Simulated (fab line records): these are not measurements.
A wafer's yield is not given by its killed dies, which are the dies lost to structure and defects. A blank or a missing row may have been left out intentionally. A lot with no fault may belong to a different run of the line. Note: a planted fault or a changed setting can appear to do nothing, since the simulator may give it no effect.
Which tool is to blame? || flow n5 finfet || Sampling: 12 lots, 33 wafers, 4 of 1938 route steps

WHAT THE GAUGES SHOWED, per wafer
N5_BEOL_M10_THK_MEAS_53: measures by xrf. Usual: for M10_THK the level is 141 nm and the standard deviation is 3.
{"lot": "L163", "measured": "day 11 00:40", "on": "film metro-01", "M10_THK (nm)": "142 142 139", "flag": ""}
{"lot": "L161", "measured": "day 11 00:46", "on": "film metro-01", "M10_THK (nm)": "135 143 143", "flag": ""}
{"lot": "L162", "measured": "day 11 05:53", "on": "film metro-01", "M10_THK (nm)": "142 140 142", "flag": ""}
{"lot": "L164", "measured": "day 11 17:43", "on": "film metro-01", "M10_THK (nm)": "141 140 140", "flag": ""}
{"lot": "L165", "measured": "day 11 18:17", "on": "film metro-02", "M10_THK (nm)": "138 142 137", "flag": ""}
{"lot": "L169", "measured": "day 12 06:47", "on": "film metro-02", "M10_THK (nm)": "147 143 145", "flag": ""}
{"lot": "L175", "measured": "day 14 15:13", "on": "film metro-02", "M10_THK (nm)": "140 139 140", "flag": ""}
{"lot": "L178", "measured": "day 16 03:47", "on": "film metro-01", "M10_THK (nm)": "141 137", "flag": ""}
{"lot": "L180", "measured": "day 16 04:58", "on": "film metro-01", "M10_THK (nm)": "139 139", "flag": ""}
{"lot": "L181", "measured": "day 16 09:33", "on": "film metro-01", "M10_THK (nm)": "137 140 142", "flag": ""}
{"lot": "L182", "measured": "day 17 05:46", "on": "film metro-01", "M10_THK (nm)": "136 145 144", "flag": ""}
{"lot": "L183", "measured": "day 17 06:18", "on": "film metro-01", "M10_THK (nm)": "141 141", "flag": ""}

EACH LOT AND THE TOOL THAT RAN IT (in order: tool; ch and the chambers of the sampled wafers; start)
{"lot": "L163", "N5_BEOL_M10_CURE_72": "uv cure-03 ch 2, day 10 22:41", "N5_BEOL_M10_DEGAS_44": "pvd sputter-02, day 10 22:58", "N5_BEOL_M10_ALD_74": "ald metal-01 ch 0,2,3, day 10 23:04"}
{"lot": "L161", "N5_BEOL_M10_CURE_72": "uv cure-02 ch 2, day 10 22:51", "N5_BEOL_M10_DEGAS_44": "pvd sputter-01, day 10 23:11", "N5_BEOL_M10_ALD_74": "ald metal-01 ch 0,1,3, day 10 23:20"}
{"lot": "L162", "N5_BEOL_M10_CURE_72": "uv cure-03 ch 1, day 11 03:50", "N5_BEOL_M10_DEGAS_44": "pvd sputter-01, day 11 04:10", "N5_BEOL_M10_ALD_74": "ald metal-04 ch 0,1, day 11 04:17"}
{"lot": "L164", "N5_BEOL_M10_CURE_72": "uv cure-02 ch 1, day 11 15:10", "N5_BEOL_M10_DEGAS_44": "pvd sputter-02, day 11 15:31", "N5_BEOL_M10_ALD_74": "ald metal-04 ch 1,2, day 11 15:37"}
{"lot": "L165", "N5_BEOL_M10_CURE_72": "uv cure-03 ch 1, day 11 15:53", "N5_BEOL_M10_DEGAS_44": "pvd sputter-02, day 11 16:19", "N5_BEOL_M10_ALD_74": "ald metal-03 ch 0,1, day 11 16:25"}
{"lot": "L169", "N5_BEOL_M10_CURE_72": "uv cure-02 ch 0, day 12 04:30", "N5_BEOL_M10_DEGAS_44": "pvd sputter-01, day 12 04:50", "N5_BEOL_M10_ALD_74": "ald metal-03 ch 2,3, day 12 04:56"}
{"lot": "L175", "N5_BEOL_M10_CURE_72": "uv cure-03 ch 0, day 14 12:25", "N5_BEOL_M10_DEGAS_44": "pvd sputter-01, day 14 13:02", "N5_BEOL_M10_ALD_74": "ald metal-03 ch 1,2, day 14 13:10"}
{"lot": "L178", "N5_BEOL_M10_CURE_72": "uv cure-01 ch 0, day 16 00:12", "N5_BEOL_M10_DEGAS_44": "pvd sputter-01, day 16 00:30", "N5_BEOL_M10_ALD_74": "ald metal-01 ch 0,1, day 16 00:38"}
{"lot": "L180", "N5_BEOL_M10_CURE_72": "uv cure-01 ch 0, day 16 00:37", "N5_BEOL_M10_DEGAS_44": "pvd sputter-03, day 16 02:55", "N5_BEOL_M10_ALD_74": "ald metal-01 ch 0,2, day 16 03:01"}
{"lot": "L181", "N5_BEOL_M10_CURE_72": "uv cure-02 ch 0, day 16 07:19", "N5_BEOL_M10_DEGAS_44": "pvd sputter-02, day 16 07:45", "N5_BEOL_M10_ALD_74": "ald metal-01 ch 0,1, day 16 07:52"}
{"lot": "L182", "N5_BEOL_M10_CURE_72": "uv cure-03 ch 1, day 17 03:32", "N5_BEOL_M10_DEGAS_44": "pvd sputter-03, day 17 03:57", "N5_BEOL_M10_ALD_74": "ald metal-01 ch 0,1,2, day 17 04:04"}
{"lot": "L183", "N5_BEOL_M10_CURE_72": "uv cure-03 ch 0, day 17 03:47", "N5_BEOL_M10_DEGAS_44": "pvd sputter-03, day 17 04:16", "N5_BEOL_M10_ALD_74": "ald metal-01 ch 0,1, day 17 04:22"}
- N5_BEOL_M10_CURE_72: cures SiCOH lowk, time 120 s.
- N5_BEOL_M10_DEGAS_44: time 60 s.
- N5_BEOL_M10_ALD_74: deposits TaN, target thk 2 nm, pulse time 2 s, purge time 3 s.

AS READ BY THE TOOLS THEMSELVES (means over the sampled wafers that have a number; for cases with no such wafer, the mark the record gives instead)
N5_BEOL_M10_CURE_72. Usual: lamp power pct 52.32 %, standard deviation 0.052; wafer_temp_C_max 371.6, standard deviation 0.57.
{"lot": "L163", "tool": "uv cure-03", "lamp power pct (%)": 52.30, "wafer_temp_C_max": 372.7, "flag": ""}
{"lot": "L161", "tool": "uv cure-02", "lamp power pct (%)": 52.30, "wafer_temp_C_max": 371.9, "flag": ""}
{"lot": "L162", "tool": "uv cure-03", "lamp power pct (%)": 52.28, "wafer_temp_C_max": 371.3, "flag": ""}
{"lot": "L164", "tool": "uv cure-02", "lamp power pct (%)": 52.29, "wafer_temp_C_max": 371.8, "flag": ""}
{"lot": "L165", "tool": "uv cure-03", "lamp power pct (%)": 52.26, "wafer_temp_C_max": 371.3, "flag": ""}
{"lot": "L169", "tool": "uv cure-02", "lamp power pct (%)": 52.35, "wafer_temp_C_max": 371.5, "flag": ""}
{"lot": "L175", "tool": "uv cure-03", "lamp power pct (%)": 52.29, "wafer_temp_C_max": 371.7, "flag": ""}
{"lot": "L178", "tool": "uv cure-01", "lamp power pct (%)": 52.33, "wafer_temp_C_max": 371.0, "flag": ""}
{"lot": "L180", "tool": "uv cure-01", "lamp power pct (%)": 52.38, "wafer_temp_C_max": 370.7, "flag": ""}
{"lot": "L181", "tool": "uv cure-02", "lamp power pct (%)": 52.36, "wafer_temp_C_max": 371.0, "flag": ""}
{"lot": "L182", "tool": "uv cure-03", "lamp power pct (%)": 52.32, "wafer_temp_C_max": 371.8, "flag": ""}
{"lot": "L183", "tool": "uv cure-03", "lamp power pct (%)": 52.29, "wafer_temp_C_max": 371.7, "flag": ""}

N5_BEOL_M10_DEGAS_44. Usual: heater power w at 333 W, with a standard deviation of 31.
{"lot": "L163", "tool": "pvd sputter-02", "heater power w (W)": 339, "flag": ""}
{"lot": "L161", "tool": "pvd sputter-01", "heater power w (W)": 355, "flag": ""}
{"lot": "L162", "tool": "pvd sputter-01", "heater power w (W)": 321, "flag": ""}
{"lot": "L164", "tool": "pvd sputter-02", "heater power w (W)": 339, "flag": ""}
{"lot": "L165", "tool": "pvd sputter-02", "heater power w (W)": 356, "flag": ""}
{"lot": "L169", "tool": "pvd sputter-01", "heater power w (W)": 366, "flag": ""}
{"lot": "L175", "tool": "pvd sputter-01", "heater power w (W)": 304, "flag": ""}
{"lot": "L178", "tool": "pvd sputter-01", "heater power w (W)": 315, "flag": ""}
{"lot": "L180", "tool": "pvd sputter-03", "heater power w (W)": 321, "flag": ""}
{"lot": "L181", "tool": "pvd sputter-02", "heater power w (W)": 354, "flag": ""}
{"lot": "L182", "tool": "pvd sputter-03", "heater power w (W)": 323, "flag": ""}
{"lot": "L183", "tool": "pvd sputter-03", "heater power w (W)": 299, "flag": ""}

N5_BEOL_M10_ALD_74. Usual: heater power w 413 W, standard deviation 36; precursor vessel pressure torr 26.25 Torr, standard deviation 0.051.
{"lot": "L163", "tool": "ald metal-01", "heater power w (W)": 427, "precursor vessel pressure torr (Torr)": 26.27, "flag": ""}
{"lot": "L161", "tool": "ald metal-01", "heater power w (W)": 406, "precursor vessel pressure torr (Torr)": 26.26, "flag": ""}
{"lot": "L162", "tool": "ald metal-04", "heater power w (W)": 444, "precursor vessel pressure torr (Torr)": 26.19, "flag": ""}
{"lot": "L164", "tool": "ald metal-04", "heater power w (W)": 433, "precursor vessel pressure torr (Torr)": 26.20, "flag": ""}
{"lot": "L165", "tool": "ald metal-03", "heater power w (W)": 415, "precursor vessel pressure torr (Torr)": 26.26, "flag": ""}
{"lot": "L169", "tool": "ald metal-03", "heater power w (W)": 418, "precursor vessel pressure torr (Torr)": 26.24, "flag": ""}
{"lot": "L175", "tool": "ald metal-03", "heater power w (W)": 425, "precursor vessel pressure torr (Torr)": 26.28, "flag": ""}
{"lot": "L178", "tool": "ald metal-01", "heater power w (W)": 371, "precursor vessel pressure torr (Torr)": 26.25, "flag": ""}
{"lot": "L180", "tool": "ald metal-01", "heater power w (W)": 426, "precursor vessel pressure torr (Torr)": 26.21, "flag": ""}
{"lot": "L181", "tool": "ald metal-01", "heater power w (W)": 360, "precursor vessel pressure torr (Torr)": 26.24, "flag": ""}
{"lot": "L182", "tool": "ald metal-01", "heater power w (W)": 390, "precursor vessel pressure torr (Torr)": 26.26, "flag": ""}
{"lot": "L183", "tool": "ald metal-01", "heater power w (W)": 372, "precursor vessel pressure torr (Torr)": 26.23, "flag": ""}

THE ANSWER, worked out from the rows above alone
Rule: a lot is off if the mean of its wafers that have a number lies more than 3 standard deviations from the usual mean. Also off: a lot with no number at a reading for which 4 or more lots have one. The other lots that the step has rows for count as sound. After the gauges, taken in route order, come the tools' own readings; for these a lot's mean is taken, as printed above. The first step at which some lot is off is used, and at that step the reading that is off furthest; a lot without a number counts as furthest.
No lot is off on any of the readings shown, so nothing can be concluded from this.

WHAT WAS PUT IN BY THE SIMULATOR
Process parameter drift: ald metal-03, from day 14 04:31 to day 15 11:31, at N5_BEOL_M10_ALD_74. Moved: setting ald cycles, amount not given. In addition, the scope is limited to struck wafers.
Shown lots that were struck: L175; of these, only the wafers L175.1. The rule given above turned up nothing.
